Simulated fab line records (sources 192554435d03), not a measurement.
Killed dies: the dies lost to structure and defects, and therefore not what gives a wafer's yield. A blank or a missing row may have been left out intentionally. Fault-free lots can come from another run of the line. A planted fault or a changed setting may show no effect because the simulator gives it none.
Which of the tools did it? ; flow n5-finfet ; 10 lots, 30 wafers sampled, at 4 steps of a route of 1938

WHAT EACH GAUGE READ, for each wafer
N5_MIM_TOP_LITHO_CD_MEAS_08: target cd 2000 nm.
lot;measured;on;cd-nm (nm)
L421;day 12 11:33;cd-sem-02;1998.4 2000.0 2002.2
L422;day 12 22:28;cd-sem-03;1995.8 1996.1 1996.9
L423;day 13 00:36;cd-sem-02;1995.8 1998.0 1992.1
L425;day 13 06:46;cd-sem-01;1999.2 1999.2 1999.0
L426;day 13 08:48;cd-sem-01;1998.4 1994.9 2000.1
L428;day 14 03:10;cd-sem-03;1994.5 1996.3 1996.2
L429;day 14 07:10;cd-sem-03;1994.1 1996.8 1998.9
L432;day 15 13:07;cd-sem-03;1998.2 1999.7 1996.5
L439;day 16 22:23;cd-sem-03;1999.2 1996.2 1997.3
L441;day 17 22:22;cd-sem-03;2001.1 2002.5 2002.6

N5_MIM_BOT_LITHO_OVL_MEAS_11.
lot;measured;on;MIM_BOT_OVL (nm)
L421;day 12 12:20;overlay-01;-11 1 -1
L422;day 12 23:21;overlay-01;0 0 -5
L423;day 13 01:44;overlay-02;-5 -4 0
L425;day 13 07:40;overlay-02;9 10 -1
L426;day 13 10:11;overlay-01;-5 -3 2
L428;day 14 03:56;overlay-01;2 7 -1
L429;day 14 08:03;overlay-02;-4 -1 0
L432;day 15 14:10;overlay-02;-4 -3 2
L439;day 16 23:16;overlay-02;568 569 559
L441;day 17 23:17;overlay-02;561 566 556

WHICH TOOL RAN EACH LOT (tool, then ch and the chambers of the sampled wafers, then the start)
lot;N5_BEOL_M15_DEP_53;N5_MIM_BOT_LITHO_EXPOSE_05
L421;pecvd-02 ch 0,1, day 12 08:38;krf-scanner-01 ch 0, day 12 12:07
L422;pecvd-02 ch 0,1, day 12 18:09;krf-scanner-02 ch 0, day 12 23:09
L423;pecvd-01 ch 0,1, day 12 19:08;krf-scanner-01 ch 0, day 13 01:31
L425;pecvd-02 ch 2, day 13 02:56;krf-scanner-02 ch 0, day 13 07:28
L426;pecvd-02 ch 0,2, day 13 03:35;krf-scanner-02 ch 0, day 13 09:59
L428;pecvd-02 ch 0,2, day 13 19:58;krf-scanner-02 ch 0, day 14 03:44
L429;pecvd-01 ch 1,2, day 14 03:37;krf-scanner-01 ch 0, day 14 07:50
L432;pecvd-02 ch 0,1, day 15 09:49;krf-scanner-02 ch 0, day 15 13:58
L439;pecvd-02 ch 0,1,2, day 16 19:38;krf-scanner-02 ch 0, day 16 23:04
L441;pecvd-04 ch 0,2, day 17 17:19;krf-scanner-02 ch 0, day 17 23:05
- N5_BEOL_M15_DEP_53: deposits SiCN from 3MS/NH3, target thk 50 nm, time 17.8 s.
- N5_MIM_BOT_LITHO_EXPOSE_05: exposes mask MIM BOT.

AS READ BY THE TOOLS THEMSELVES (means over the sampled wafers that have a number; for cases with no such wafer, the mark the record gives instead)
N5_BEOL_M15_DEP_53.
lot;tool;showerhead-plenum-p-Torr (Torr);throttle-valve-pct (%)
L421;pecvd-02;4.156;18.8
L422;pecvd-02;4.152;19.2
L423;pecvd-01;4.184;20.0
L425;pecvd-02;4.140;17.9
L426;pecvd-02;4.147;18.5
L428;pecvd-02;4.146;18.8
L429;pecvd-01;4.170;18.9
L432;pecvd-02;4.148;19.4
L439;pecvd-02;4.151;18.8
L441;pecvd-04;4.134;18.3

N5_MIM_BOT_LITHO_EXPOSE_05.
lot;tool;stage-vel-mm-s (mm/s)
L421;krf-scanner-01;500.01
L422;krf-scanner-02;500.14
L423;krf-scanner-01;500.33
L425;krf-scanner-02;500.19
L426;krf-scanner-02;500.15
L428;krf-scanner-02;500.34
L429;krf-scanner-01;500.10
L432;krf-scanner-02;500.06
L439;krf-scanner-02;500.21
L441;krf-scanner-02;500.20

THE ANSWER, worked out from the rows above alone
Rule: what is usual is taken from the lots themselves. The widest of any qualifying gaps counts: lots, ordered by their means at a reading, are off when they make up no more than a third of the lots, leave a main group of 4 or more, and stand apart from it by 3 or more times the standard deviation of that group's means. Not used: any main group whose means are identical at the precision the tables above print for the reading. Also off: a lot with no number at a reading for which 4 or more lots have one. All remaining lots with rows at the step are treated as sound. After the gauges, taken in route order, come the tools' own readings; for these a lot's mean is taken, as printed above. The first step at which some lot is off is used, and at that step the reading that is off furthest; a lot without a number counts as furthest.
Off: L439, L441, at N5_MIM_BOT_LITHO_OVL_MEAS_11 (MIM_BOT_OVL). For the main group the mean is -1 nm and the standard deviation 3.1.
A tool fits if, at a process step before that reading, it ran every lot that is off, and no sound lot after the first of them. Gauges at N5_MIM_BOT_LITHO_OVL_MEAS_11: tried the same way as those tools. This does not decide it: 2 tools fit, namely krf-scanner-02 at N5_MIM_BOT_LITHO_EXPOSE_05 and overlay-02 at N5_MIM_BOT_LITHO_OVL_MEAS_11.

WHAT THE SIMULATOR PUT IN
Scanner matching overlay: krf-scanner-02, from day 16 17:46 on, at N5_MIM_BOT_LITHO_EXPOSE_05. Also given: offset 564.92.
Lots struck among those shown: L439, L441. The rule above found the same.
